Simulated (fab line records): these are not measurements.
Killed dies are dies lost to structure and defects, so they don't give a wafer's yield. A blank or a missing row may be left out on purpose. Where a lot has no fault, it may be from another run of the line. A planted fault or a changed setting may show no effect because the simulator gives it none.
fab line records    flow n5Finfet
[record] lots = 5  wafers = 15  lastDay = 16
route steps=1938 shown BEOL_M4@1099 BEOL_M5@1112 BEOL_M13@1708 PASSIVATION@1936
lots that met no fault: taken from a fault-free run of the same line
startH: start of the lot's first displayed wafer, in hours after the record's first day    waitH: hours elapsed since this lot's preceding step    " the same as in the row above    L1.1+2: a row that stands for several wafers    - either no value or no given start    * or withheld: withheld    < > ~ a bound
route shown NAME@n: NAME is a module with steps in the file, n the number in the route of the first one    usual: mean/standard deviation of fault-free wafers    same: alike in all rows    chamber/n: place in a boat    sites: each site's reading    _std_site: how widely they spread, as a standard deviation    _edge_site: inner sites' mean taken away from outer sites' mean    radiusMm: for every site, how far away it sits from the centre of the wafer    mask NAME#n: copy n    behind: the last tool/chamber to shape the wafer    hold: cause of the lot's hold/its duration in hours/its outcome    device: whichever transistor did not switch (one of n, p or np)    end of line: tests of these same wafers at the route's end    where a step has no rows: the recipe by itself    killed: dies lost to structure and defects at the first sort, not the wafer's yield    map: per-die view of a wafer (x killed, . not killed, _ where there is no die)
set.NAME: setting as actually run; set.NAME@STEP: the setting as run at that earlier step    model.NAME: the simulator's own value behind a step, which no gauge read
lots at selected steps of the route; one table per step, one row per wafer
services: a tool's chamber out of use, with start hour (startH, from the record's first day; less than 0 if before it), hours out, and reason
[[steps]]
[step N5_BEOL_M4_ANNEAL_95]
[recipe] tempC = 400  timeS = 240  ambient = vacuum
[step N5_BEOL_M4_SPUTTER_96]
[recipe] material = Cu  targetThkA = 45  tempC = -20  chamberPressurePa = 0.07  powerW = withheld  timeS = 8.29
[step N5_BEOL_M4_ECD_50]
[recipe] material = Cu  targetThkA = 3000
[step N5_BEOL_M4_ANNEAL_51]
[recipe] tempC = 225  timeS = 90  ambient = N2
[step N5_BEOL_M4_CMP_52]
[recipe] stopOn = SiOC  tOverpolishS = 6.8  downForcePsi = 1  platenRpm = 50  clearingPlatenDownForcePsi = 1.5  clearingPlatenRpm = 50  postCmpClean = cuAlkaline  targetThkNm = 40  clearingPlatenPadVelocityMS = 0.99484  padVelocityMS = 0.99484
[step N5_BEOL_M4_PRE_CLEAN_60]
[recipe] gas = NH3/H2  timeS = 15  tempC = *  rfPowerW = 300
[step N5_BEOL_M4_CO_CAP_55]
[recipe] material = Co  targetThkA = 20  tempC = 200  precursor = CCTBA/H2  pressureTorr = 30  timeS = 102.1
[step N5_BEOL_M4_PRE_CLEAN_56]
[recipe] gas = NH3  timeS = 15  tempC = withheld  rfPowerW = 300
[step N5_BEOL_M4_DEP_57]
[recipe] material = SiCN  targetThkA = 80  tempC = withheld  precursor = 3MS/NH3  pressureTorr = 3  rfW = 202  timeS = 14
[step N5_BEOL_M4_RC_MEAS_101]
[usual] DIBL_N = 36.6/2.1  DIBL_P = 36.3/2.2  IOFF_N = 0.16/0.036  IOFF_P = 0.21/0.038  ION_N = 671/12  ION_P = 460/7.5  SS_N = 71.8/0.72  SS_P = 73.3/0.72  VT_N = 250/3.2  VT_P = -250/3.5
lot.wafer  tool       chamber  startH  waitH  DIBL_N[mV/V]  DIBL_P[mV/V]  IOFF_N[nA/um]  IOFF_P[nA/um]  ION_N[uA/um]  ION_P[uA/um]  SS_N[mV/dec]  SS_P[mV/dec]  VT_N[mV]  VT_P[mV]
L705.1     prober-02  0        179.56  0.0    36.6          37.0          0.21           0.24           671           463           72.2          73.3          247       -249
L705.3     "          0        "       "      38.1          39.9          0.23           0.27           697           474           72.4          74.4          244       -246
L705.4     "          0        "       "      37.8          38.3          0.22           0.25           674           459           72.4          73.5          247       -248
L706.3     prober-01  0        181.45  0.3    36.1          35.9          0.17           0.22           677           464           72.1          73.7          251       -250
L706.4     "          0        "       "      37.8          38.9          0.21           0.27           677           463           71.8          74.2          245       -249
L706.6     "          0        "       "      35.8          35.4          0.17           0.21           692           466           70.8          73.1          248       -253
L707.1     prober-01  0        185.40  0.0    35.3          34.1          0.12           0.16           662           451           71.5          72.3          253       -252
L707.3     "          0        "       "      37.1          36.1          0.16           0.19           669           452           71.6          72.5          250       -251
L707.5     "          0        "       "      40.3          41.0          0.24           0.28           686           465           72.7          74.6          244       -250
L715.1     prober-01  0        227.04  0.0    38.6          38.7          0.20           0.24           673           466           72.2          73.7          247       -247
L715.5     "          0        "       "      36.8          36.3          0.17           0.21           682           465           71.4          73.0          246       -249
L715.6     "          0        "       "      38.1          38.7          0.19           0.25           665           456           72.6          73.9          247       -248
L721.3     prober-02  0        275.32  0.3    33.5          34.4          0.12           0.17           661           449           71.8          71.9          253       -254
L721.5     "          0        "       "      36.6          37.1          0.17           0.21           667           452           71.8          74.0          251       -250
L721.6     "          0        "       "      34.3          34.8          0.14           0.18           676           463           71.0          72.6          250       -251
[step N5_BEOL_M5_ILD_DEP_00]
[recipe] material = SiCOH_lowk  targetThkA = 1406.4  tempC = 300  precursor = DEMS/porogen  pressureTorr = 5  rfW = 500  timeS = 25.9
[step N5_BEOL_M5_CURE_79]
[recipe] tempC = 385  timeS = 240  ambient = He/Ar  material = SiCOH_lowk
[step N5_BEOL_M5_PECVD_70]
[recipe] material = SiO2  targetThkA = 160  tempC = 400  precursor = TEOS/O2  pressureTorr = 5.5  rfW = 450  teosFlowSccm = 53.8  gas = O2  flowSccm = 3000  timeS = 18
[step N5_BEOL_M5_HM_DEP_02]
[recipe] material = TiN  targetThkA = 200  tempC = 25  chamberPressurePa = 0.49996
[step N5_BEOL_M5_COAT_59]
[recipe] resist = SOC  tempC = 250  timeS = 60  spinRpm = 1500  resistThkNm = 60
[step N5_BEOL_M5_COAT_60]
[recipe] resist = SiARC  tempC = 220  timeS = 60  spinRpm = 1500  resistThkNm = 12
[step N5_BEOL_M5_COAT_71]
[recipe] resist = underlayer  tempC = 205  timeS = 60  spinRpm = 1500  resistThkNm = 5
[step N5_BEOL_M5_COAT_05]
[recipe] resist = CAR-EUV  spinRpm = 1500  resistThkNm = 30
[step N5_BEOL_M5_EBR_07]
[recipe] solvent = PGMEA  ebrWidthMm = 1.5
[step N5_BEOL_M5_SOFTBAKE_06]
[recipe] tempC = 110  timeS = 60  resist = CAR-EUV
[step N5_BEOL_M5_EXPOSE_08]
[recipe] maskId = M5  na = 0.33  sourceShape = annular  sigmaInner = 0.4  sigmaOuter = 0.8  polarization = unpolarized  targetCdNm = 28  doseMj = 35.75
[step N5_BEOL_M5_PEB_09]
[recipe] pebTempC = 100  pebTimeS = 60  resist = CAR-EUV
[step N5_BEOL_M5_DEVELOP_10]
[recipe] developTimeS = 30  developer = TMAH  resist = CAR-EUV  rinseLiquid = surfactantRinse  dry = airSpin  devTempC = 23
[step N5_BEOL_M5_DESCUM_16]
[recipe] chemistry = O2  timeS = 7  sourcePowerW = 50  biasPowerW = 20  pressureMtorr = 20  rfFrequencyHz = 2.712e+07  tempC = 40  resist = CAR-EUV  o2FlowSccm = 225
[step N5_BEOL_M5_ETCH_72]
[recipe] chemistry = N2/H2  target = underlayer  targetDepthA = 65  maskMaterial = CAR-EUV  timeS = 5.2  ionEnergyEv = 200  pressureMtorr = 30  sourceW = 840  biasW = 150  n2FlowSccm = 200  h2FlowSccm = 200  ends = cleared
[step N5_BEOL_M5_ETCH_61]
[recipe] chemistry = CF4  target = SiARC  targetDepthA = 156  maskMaterial = CAR-EUV  timeS = 26  ionEnergyEv = 80  pressureMtorr = 40  sourceW = 545  biasW = 36  Ar_flow_sccm = 100  cf4FlowSccm = 100  ends = cleared
[step N5_BEOL_M5_ETCH_62]
[recipe] chemistry = N2/H2  target = SOC  targetDepthA = 750  overetchA = 150  maskMaterial = SiARC  tempC = 40  timeS = 112.5  ionEnergyEv = 200  pressureMtorr = 30  sourceW = 840  biasW = 150  n2FlowSccm = 200  h2FlowSccm = 200
[step N5_BEOL_M5_STRIP_63]
[recipe] chemistry = N2/H2  tempC = 40  n2FlowSccm = 200  h2FlowSccm = 200  rfFrequencyHz = 6e+07
[step N5_BEOL_M5_STRIP_73]
[recipe] chemistry = N2/H2  tempC = 40  n2FlowSccm = 200  h2FlowSccm = 200  rfFrequencyHz = 6e+07
[step N5_BEOL_M5_STRIP_64]
[recipe] chemistry = CF4  resist = SiARC  powerW = 300  biasPowerW = 75  pressureMtorr = 50  cf4FlowSccm = 150  rfFrequencyHz = 6e+07
[step N5_BEOL_M5_HM_OPEN_17]
[recipe] chemistry = Cl2/BCl3  targetDepthA = 200  overetchA = 60  target = TiN  maskMaterial = SOC  ionEnergyEv = 150  pressureMtorr = 10  icpW = 1000  biasW = 126  Cl2_flow_sccm = 53.25  bcl3FlowSccm = 21.75  Ar_flow_sccm = 25
[step N5_BEOL_M5_STRIP_19]
[recipe] chemistry = O2  powerW = 400  tempC = 40  pressureMtorr = 30  rfFrequencyHz = 6e+07  biasPowerW = 0  overashFraction = 0.2  o2FlowSccm = 225
[step N5_BEOL_M5_COAT_65]
[recipe] resist = SOC  tempC = 250  timeS = 60  spinRpm = 1500  resistThkNm = 60
[step N5_BEOL_M5_COAT_66]
[recipe] resist = SiARC  tempC = 220  timeS = 60  spinRpm = 1500  resistThkNm = 12
[step N5_BEOL_M13_ECD_47]
[recipe] material = Cu  targetThkA = 9360
lot.wafer   tool      chamber  startH  waitH
L706.3+4+6  ecdCu-01  0,1,1    250.12  0.1
L705.1+3+4  ecdCu-01  1,0,1    252.10  0.1
L707.1+3+5  ecdCu-01  1,0,0    255.03  0.1
L715.1+5+6  ecdCu-01  1,0,1    300.21  0.1
L721.3+5+6  ecdCu-02  1,0,1    349.29  0.1
[step N5_BEOL_M13_THK_MEAS_50]
[recipe] thkMeasGauge = xrf  reads = Cu_of_BEOL_M13_ECD_47
[usual] M13_THK = 426/7.6
lot.wafer  tool          chamber  startH  waitH  M13_THK[nm]
L706.3     filmMetro-02  -        250.83  -      -
L706.4     "             -        "       "      -
L706.6     "             -        "       "      -
L705.1     filmMetro-02  -        252.86  -      -
L705.3     "             -        "       "      -
L705.4     "             -        "       "      -
L707.1     filmMetro-02  -        255.79  -      -
L707.3     "             -        "       "      -
L707.5     "             -        "       "      -
L715.1     filmMetro-02  -        301.05  -      433
L715.5     "             -        "       "      417
L715.6     "             -        "       "      428
L721.3     filmMetro-01  -        350.13  -      426
L721.5     "             -        "       "      429
L721.6     "             -        "       "      416
[step N5_BEOL_M13_RS_MEAS_54]
[recipe] thkMeasGauge = four-point-probe  reads = Cu_of_BEOL_M13_ECD_47+Ta_of_BEOL_M13_SPUTTER_44+TaN_of_BEOL_M13_SPUTTER_43
[usual] M13_RS = 0.0448/0.00072
lot.wafer  tool          chamber  startH  waitH  M13_RS[ohm/sq]
L706.3     filmMetro-02  -        251.15  0.2    55.185
L706.4     "             -        "       "      54.688
L706.6     "             -        "       "      56.037
L705.1     filmMetro-02  -        252.99  0.0    54.607
L705.3     "             -        "       "      56.175
L705.4     "             -        "       "      56.107
L707.1     filmMetro-02  -        255.91  0.0    56.511
L707.3     "             -        "       "      56.092
L707.5     "             -        "       "      57.184
L715.1     filmMetro-02  -        301.18  0.0    0.0446
L715.5     "             -        "       "      0.0463
L715.6     "             -        "       "      0.0450
L721.3     filmMetro-01  -        350.26  0.1    0.0440
L721.5     "             -        "       "      0.0438
L721.6     "             -        "       "      0.0453
[step N5_PASSIVATION_PROBE_49]
[usual] defectLimitedYield = 91.1/1.4  killed_at_M0_to_M3 = 33/9.1  killed_at_M4_up = 14/5.6  killedAtContacts = 13/5.7  killedAtFrontEnd = 42/12  killedAtOther = 4/3  killedDies = 105/16  killedOnRim = 13/4  killedOpen = 69/11  killedShort = 34/7.5  sort_bin_5_function = 5.2/0.91  sort_bin_6_memory = 3.3/0.64  sortNPass = 1075/16  sortYieldPct = 91.1/1.4
[same] grossDies = 1180  killedAtBackSide = 0  sort_bin_4_leakage[%] = 0  sort_bin_8_speed[%] = 0
lot.wafer  tool       chamber  startH  waitH  defectLimitedYield[%]  killed_at_M0_to_M3  killed_at_M4_up  killedAtContacts  killedAtFrontEnd  killedAtOther  killedDies  killedOnRim  killedOpen  killedShort  sort_bin_5_function[%]  sort_bin_6_memory[%]  sortNPass  sortYieldPct[%]
L706.3     prober-01  -        274.16  0.1    0                      34                  1090             10                42                4              1180        152          70          34           96.0                    3.6                   0          0
L706.4     prober-01  -        274.21  0.2    0                      43                  1098             6                 32                1              1180        152          71          30           96.4                    3.3                   0          0
L706.6     prober-01  -        274.31  0.3    0                      58                  1080             6                 34                2              1180        152          80          39           96.2                    3.6                   0          0
L705.1     prober-02  -        281.80  0.0    0                      36                  1107             11                26                0              1180        152          67          20           96.6                    3.3                   0          0
L705.3     prober-02  -        281.90  0.1    0                      36                  1094             18                30                2              1180        152          74          24           96.4                    3.6                   0          0
L705.4     prober-02  -        281.95  0.2    0                      32                  1105             18                21                4              1180        152          62          34           96.9                    3.1                   0          0
L707.1     prober-01  -        283.76  0.0    0                      44                  1079             14                43                0              1180        152          65          38           96.9                    2.8                   0          0
L707.3     prober-01  -        283.86  0.1    0                      38                  1080             12                44                6              1180        152          72          33           96.5                    3.1                   0          0
L707.5     prober-01  -        283.96  0.2    0                      43                  1087             6                 42                2              1180        152          69          40           96.0                    3.7                   0          0
// killed by level:class
L706.3 BEOL_M13:areaEcd=1074 BEOL_M1:geometricParticle:open=9 BEOL_M4:geometricParticle:open=8 FIN_SAQP:geometricParticle:open=7 BEOL_M2:geometricParticle:open=7 GATE_CUT:geometricParticle:short=7 FIN_SAQP:geometricParticle:short=6 STI_FIN_REVEAL:geometricParticle:open=6
L706.4 BEOL_M13:areaEcd=1079 FIN_SAQP:geometricParticle:open=9 BEOL_M0_SAQP:geometricParticle:short=9 BEOL_M0_SAQP:geometricParticle:open=7 BEOL_M1:geometricParticle:open=7 BEOL_M2:geometricParticle:open=7 BEOL_M3:geometricParticle:open=6 BEOL_M4:geometricParticle:open=6
L706.6 BEOL_M13:areaEcd=1058 BEOL_M0_SAQP:geometricParticle:open=19 BEOL_M0_SAQP:geometricParticle:short=13 BEOL_M4:geometricParticle:open=11 BEOL_M2:geometricParticle:open=9 BEOL_M1:geometricParticle:open=8 STI_FIN_REVEAL:geometricParticle:open=7 GATE_CUT:geometricParticle:short=5
L705.1 BEOL_M13:areaEcd=1093 MOL_CONTACT_COAG:geometricParticle:open=10 FIN_SAQP:geometricParticle:open=9 BEOL_M1:geometricParticle:open=9 BEOL_M2:geometricParticle:open=9 STARTING-WAFER:geometricParticle:short=6 BEOL_M0:geometricParticle:open=5 BEOL_M5:geometricParticle:open=5
L705.3 BEOL_M13:areaEcd=1081 MOL_CONTACT_COAG:geometricParticle:open=17 BEOL_M3:geometricParticle:open=13 STI_FIN_REVEAL:geometricParticle:open=6 BEOL_M1:geometricParticle:open=6 BEOL_M3:geometricParticle:short=6 BEOL_M4:geometricParticle:open=5 FIN_SAQP:geometricParticle:open=4
L705.4 BEOL_M13:areaEcd=1083 MOL_CONTACT_COAG:geometricParticle:open=13 BEOL_M4:geometricParticle:open=11 BEOL_M1:geometricParticle:open=8 BEOL_M3:geometricParticle:open=7 BEOL_M1:geometricParticle:short=6 MOL_CONTACT_COAG:geometricParticle:short=5 BEOL_M0_SAQP:geometricParticle:short=5
L707.1 BEOL_M13:areaEcd=1077 FIN_SAQP:geometricParticle:open=12 BEOL_M2:geometricParticle:open=10 FIN_SAQP:geometricParticle:short=9 MOL_CONTACT_COAG:geometricParticle:open=9 BEOL_M1:geometricParticle:open=7 STI_FIN_REVEAL:geometricParticle:open=6 BEOL_M1:geometricParticle:short=6
L707.3 BEOL_M13:areaEcd=1075 BEOL_M2:geometricParticle:open=14 MOL_CONTACT_COAG:geometricParticle:open=11 FIN_SAQP:geometricParticle:short=10 FIN_SAQP:geometricParticle:open=9 STI_FIN_REVEAL:geometricParticle:open=9 BEOL_M0_SAQP:geometricParticle:short=7 BEOL_M0_SAQP:geometricParticle:open=7
L707.5 BEOL_M13:areaEcd=1070 BEOL_M2:geometricParticle:open=19 BEOL_M0_SAQP:geometricParticle:short=9 FIN_SAQP:geometricParticle:open=7 STI_FIN_REVEAL:geometricParticle:open=7 FIN_SAQP:geometricParticle:short=6 GATE_CUT:geometricParticle:short=6 BEOL_M1:geometricParticle:open=6
// map L705.1 (x killed, . not)
_________________xxxxxxxxxxxx________________
______________xxxxxxxxxxxxxxxxxx_____________
___________xxxxxxxxxxxxxxxxxxxxxxxx__________
__________xxxxxxxxxxxxxxxxxxxxxxxxxx_________
________xxxxxxxxxxxxxxxxxxxxxxxxxxxxxx_______
_______xxxxxxxxxxxxxxxxxxxxxxxxxxxxxxxx______
______xxxxxxxxxxxxxxxxxxxxxxxxxxxxxxxxxx_____
_____xxxxxxxxxxxxxxxxxxxxxxxxxxxxxxxxxxxx____
____xxxxxxxxxxxxxxxxxxxxxxxxxxxxxxxxxxxxxx___
___xxxxxxxxxxxxxxxxxxxxxxxxxxxxxxxxxxxxxxxx__
___xxxxxxxxxxxxxxxxxxxxxxxxxxxxxxxxxxxxxxxx__
__xxxxxxxxxxxxxxxxxxxxxxxxxxxxxxxxxxxxxxxxxx_
__xxxxxxxxxxxxxxxxxxxxxxxxxxxxxxxxxxxxxxxxxx_
_xxxxxxxxxxxxxxxxxxxxxxxxxxxxxxxxxxxxxxxxxxxx
_xxxxxxxxxxxxxxxxxxxxxxxxxxxxxxxxxxxxxxxxxxxx
_xxxxxxxxxxxxxxxxxxxxxxxxxxxxxxxxxxxxxxxxxxxx
_xxxxxxxxxxxxxxxxxxxxxxxxxxxxxxxxxxxxxxxxxxxx
_xxxxxxxxxxxxxxxxxxxxxxxxxxxxxxxxxxxxxxxxxxxx
_xxxxxxxxxxxxxxxxxxxxxxxxxxxxxxxxxxxxxxxxxxxx
_xxxxxxxxxxxxxxxxxxxxxxxxxxxxxxxxxxxxxxxxxxxx
_xxxxxxxxxxxxxxxxxxxxxxxxxxxxxxxxxxxxxxxxxxxx
__xxxxxxxxxxxxxxxxxxxxxxxxxxxxxxxxxxxxxxxxxx_
__xxxxxxxxxxxxxxxxxxxxxxxxxxxxxxxxxxxxxxxxxx_
___xxxxxxxxxxxxxxxxxxxxxxxxxxxxxxxxxxxxxxxx__
___xxxxxxxxxxxxxxxxxxxxxxxxxxxxxxxxxxxxxxxx__
____xxxxxxxxxxxxxxxxxxxxxxxxxxxxxxxxxxxxxx___
_____xxxxxxxxxxxxxxxxxxxxxxxxxxxxxxxxxxxx____
______xxxxxxxxxxxxxxxxxxxxxxxxxxxxxxxxxx_____
_______xxxxxxxxxxxxxxxxxxxxxxxxxxxxxxxx______
________xxxxxxxxxxxxxxxxxxxxxxxxxxxxxx_______
__________xxxxxxxxxxxxxxxxxxxxxxxxxx_________
___________xxxxxxxxxxxxxxxxxxxxxxxx__________
______________xxxxxxxxxxxxxxxxxx_____________
_________________xxxxxxxxxxxx________________
// map L706.3 (x killed, . not)
_________________xxxxxxxxxxxx________________
______________xxxxxxxxxxxxxxxxxx_____________
___________xxxxxxxxxxxxxxxxxxxxxxxx__________
__________xxxxxxxxxxxxxxxxxxxxxxxxxx_________
________xxxxxxxxxxxxxxxxxxxxxxxxxxxxxx_______
_______xxxxxxxxxxxxxxxxxxxxxxxxxxxxxxxx______
______xxxxxxxxxxxxxxxxxxxxxxxxxxxxxxxxxx_____
_____xxxxxxxxxxxxxxxxxxxxxxxxxxxxxxxxxxxx____
____xxxxxxxxxxxxxxxxxxxxxxxxxxxxxxxxxxxxxx___
___xxxxxxxxxxxxxxxxxxxxxxxxxxxxxxxxxxxxxxxx__
___xxxxxxxxxxxxxxxxxxxxxxxxxxxxxxxxxxxxxxxx__
__xxxxxxxxxxxxxxxxxxxxxxxxxxxxxxxxxxxxxxxxxx_
__xxxxxxxxxxxxxxxxxxxxxxxxxxxxxxxxxxxxxxxxxx_
_xxxxxxxxxxxxxxxxxxxxxxxxxxxxxxxxxxxxxxxxxxxx
_xxxxxxxxxxxxxxxxxxxxxxxxxxxxxxxxxxxxxxxxxxxx
_xxxxxxxxxxxxxxxxxxxxxxxxxxxxxxxxxxxxxxxxxxxx
_xxxxxxxxxxxxxxxxxxxxxxxxxxxxxxxxxxxxxxxxxxxx
_xxxxxxxxxxxxxxxxxxxxxxxxxxxxxxxxxxxxxxxxxxxx
_xxxxxxxxxxxxxxxxxxxxxxxxxxxxxxxxxxxxxxxxxxxx
_xxxxxxxxxxxxxxxxxxxxxxxxxxxxxxxxxxxxxxxxxxxx
_xxxxxxxxxxxxxxxxxxxxxxxxxxxxxxxxxxxxxxxxxxxx
__xxxxxxxxxxxxxxxxxxxxxxxxxxxxxxxxxxxxxxxxxx_
__xxxxxxxxxxxxxxxxxxxxxxxxxxxxxxxxxxxxxxxxxx_
___xxxxxxxxxxxxxxxxxxxxxxxxxxxxxxxxxxxxxxxx__
___xxxxxxxxxxxxxxxxxxxxxxxxxxxxxxxxxxxxxxxx__
____xxxxxxxxxxxxxxxxxxxxxxxxxxxxxxxxxxxxxx___
_____xxxxxxxxxxxxxxxxxxxxxxxxxxxxxxxxxxxx____
______xxxxxxxxxxxxxxxxxxxxxxxxxxxxxxxxxx_____
_______xxxxxxxxxxxxxxxxxxxxxxxxxxxxxxxx______
________xxxxxxxxxxxxxxxxxxxxxxxxxxxxxx_______
__________xxxxxxxxxxxxxxxxxxxxxxxxxx_________
___________xxxxxxxxxxxxxxxxxxxxxxxx__________
______________xxxxxxxxxxxxxxxxxx_____________
_________________xxxxxxxxxxxx________________
[[services]]
tool      chamber  startH  hours  kind
ecdCu-02  -        237.28  4.0    repair
[[key]]
[firstSign] step = N5_BEOL_M13_THK_MEAS_50  reading = M13_THK  direction = missing
[effect] step = N5_BEOL_M13_RS_MEAS_54  reading = M13_RS  direction = up  sigmas = 99+  usual = 0.0448  struck = 55.843
[effect] step = N5_PASSIVATION_PROBE_49  reading = killed_at_M4_up  direction = up  sigmas = 99+  usual = 14  struck = 1091
[moreKillsBornAt] N5_BEOL_M13_ECD_47@ecdCu-01 = 9690
metAt N5_BEOL_M13_ECD_47
struckWafers L705.1,L705.3,L705.4,L706.3,L706.4,L706.6,L707.1,L707.3,L707.5
laterRowsLeftOut L705.1,L705.3,L705.4,L706.3,L706.4,L706.6,L707.1,L707.3,L707.5
[fault] kind = skippedStepWhole  tool = ecdCu-01  chamber = -  onsetH = 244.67  steps = N5_BEOL_M13_ECD_47  scope = struckLotsOnly
// laterRowsLeftOut: the simulator's readings of these wafers behind a module that went badly wrong aren't trusted and aren't shown, but for the sort
